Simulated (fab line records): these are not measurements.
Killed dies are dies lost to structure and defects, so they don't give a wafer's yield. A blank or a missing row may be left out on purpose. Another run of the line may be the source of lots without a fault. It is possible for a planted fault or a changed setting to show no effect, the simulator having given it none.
Chamber matching || flow nand-harc || NHARC_P_M2_DESCUM_14 on rie-diel-04 has 4 sister chambers
The step chemistry O2, time 3 s. 8 wafers are shown with their chamber, then 12 later ones without.

## WAFERS WITH THEIR CHAMBER
{"wafer": "L087.5", "chamber": 0, "drypump-motor-current-A (A)": 6.2, "oes-product-au (a.u.)": 1.008}
{"wafer": "L087.6", "chamber": 1, "drypump-motor-current-A (A)": 5.6, "oes-product-au (a.u.)": 0.988}
{"wafer": "L089.1", "chamber": 3, "drypump-motor-current-A (A)": 6.0, "oes-product-au (a.u.)": 1.003}
{"wafer": "L089.4", "chamber": 2, "drypump-motor-current-A (A)": 5.5, "oes-product-au (a.u.)": 0.990}
{"wafer": "L089.5", "chamber": 0, "drypump-motor-current-A (A)": 6.2, "oes-product-au (a.u.)": 1.009}
{"wafer": "L091.3", "chamber": 2, "drypump-motor-current-A (A)": 5.5, "oes-product-au (a.u.)": 0.993}
{"wafer": "L091.4", "chamber": 1, "drypump-motor-current-A (A)": 5.5, "oes-product-au (a.u.)": 0.995}
{"wafer": "L091.5", "chamber": 3, "drypump-motor-current-A (A)": 6.0, "oes-product-au (a.u.)": 1.009}

## WAFERS MISSING THEIR CHAMBER
{"wafer": "L093.3", "drypump-motor-current-A (A)": 5.5, "oes-product-au (a.u.)": 0.983}
{"wafer": "L093.5", "drypump-motor-current-A (A)": 5.6, "oes-product-au (a.u.)": 0.982}
{"wafer": "L093.6", "drypump-motor-current-A (A)": 6.3, "oes-product-au (a.u.)": 1.002}
{"wafer": "L094.2", "drypump-motor-current-A (A)": 5.6, "oes-product-au (a.u.)": 0.998}
{"wafer": "L094.3", "drypump-motor-current-A (A)": 6.3, "oes-product-au (a.u.)": 1.003}
{"wafer": "L094.4", "drypump-motor-current-A (A)": 6.0, "oes-product-au (a.u.)": 1.004}
{"wafer": "L095.3", "drypump-motor-current-A (A)": 6.0, "oes-product-au (a.u.)": 1.014}
{"wafer": "L095.4", "drypump-motor-current-A (A)": 5.6, "oes-product-au (a.u.)": 0.994}
{"wafer": "L095.6", "drypump-motor-current-A (A)": 6.0, "oes-product-au (a.u.)": 1.003}
{"wafer": "L096.3", "drypump-motor-current-A (A)": 6.3, "oes-product-au (a.u.)": 1.001}
{"wafer": "L096.4", "drypump-motor-current-A (A)": 5.5, "oes-product-au (a.u.)": 0.984}
{"wafer": "L096.5", "drypump-motor-current-A (A)": 6.3, "oes-product-au (a.u.)": 1.006}

## CHAMBER TAKEN BY EACH
{"wafer": "L093.3", "from the rows above": "can't be placed: 2 or 1", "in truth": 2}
{"wafer": "L093.5", "from the rows above": "can't be placed: 1 or 2", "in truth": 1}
{"wafer": "L093.6", "from the rows above": 0, "in truth": 0}
{"wafer": "L094.2", "from the rows above": "can't be placed: 1 or 2", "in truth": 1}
{"wafer": "L094.3", "from the rows above": 0, "in truth": 0}
{"wafer": "L094.4", "from the rows above": 3, "in truth": 3}
{"wafer": "L095.3", "from the rows above": 3, "in truth": 3}
{"wafer": "L095.4", "from the rows above": "can't be placed: 1 or 2", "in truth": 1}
{"wafer": "L095.6", "from the rows above": 3, "in truth": 3}
{"wafer": "L096.3", "from the rows above": 0, "in truth": 0}
{"wafer": "L096.4", "from the rows above": "can't be placed: 2 or 1", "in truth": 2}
{"wafer": "L096.5", "from the rows above": 0, "in truth": 0}
7 of 12 placed correctly. From these rows, 5 cannot be placed; in 5 the true chamber is one of the candidates. Number placed wrongly: 0.
How it was worked out, from the rows above alone: a wafer's distance from a chamber is the root of the sum, over the readings, of the square of ((its reading less the chamber's mean) divided by the reading's scatter). If the next closest chamber is less than 2 further off than the closest, the wafer can't be placed; otherwise it belongs to the closest. A chamber's mean is the mean of its shown wafers. How the scatter is found: for the shown wafers, subtract from each reading the mean of its chamber, square and add these, divide the total by (wafers less chambers), then take the root.
